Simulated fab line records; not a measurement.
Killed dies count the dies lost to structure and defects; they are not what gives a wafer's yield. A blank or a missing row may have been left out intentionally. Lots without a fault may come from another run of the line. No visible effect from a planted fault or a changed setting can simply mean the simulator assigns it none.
Chamber matching | flow n5-finfet | N5_BEOL_M11_DESCUM_33 on rie-diel-02 has 4 sister chambers
The step chemistry O2, time 7.9 s. 4 wafers are shown with their chamber, then 12 later ones without.

== WAFERS PAIRED WITH THEIR CHAMBERS ==
wafer  | chamber | drypump-motor-current-A (A)
L088.1 | 3       | 5.8
L093.1 | 0       | 5.6
L093.2 | 1       | 6.3
L093.3 | 2       | 6.0

== WAFERS MISSING THEIR CHAMBER ==
wafer  | drypump-motor-current-A (A)
L093.4 | 5.8
L093.5 | 6.1
L093.6 | 6.3
L095.4 | 6.3
L095.5 | 6.3
L095.6 | 6.0
L096.1 | 6.4
L096.2 | 5.7
L096.3 | 6.0
L096.4 | 5.8
L096.5 | 5.8
L096.6 | 5.7

== WHICH CHAMBER EACH WENT THROUGH ==
wafer  | from the rows above     | in truth
L093.4 | 3                       | 3
L093.5 | can't be placed: 2 or 1 | 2
L093.6 | 1                       | 1
L095.4 | 1                       | 1
L095.5 | 1                       | 1
L095.6 | 2                       | 2
L096.1 | 1                       | 1
L096.2 | can't be placed: 3 or 0 | 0
L096.3 | 2                       | 2
L096.4 | 3                       | 3
L096.5 | 3                       | 3
L096.6 | can't be placed: 3 or 0 | 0
Correctly placed: 9 of 12. Not placeable from these rows: 3 (in 3, the candidates include the true chamber). 0 placed wrongly.
How it was worked out, from the rows above alone: a wafer's distance from a chamber is the root of the sum, over the readings, of the square of ((its reading less the chamber's mean) divided by the reading's scatter). If the next closest chamber is less than 2 further off than the closest, the wafer can't be placed; otherwise it belongs to the closest. A chamber's mean is the mean of its shown wafers. The scatter: root of mean squared gap, hidden wafer to nearest shown wafer, with one shown wafer a chamber.
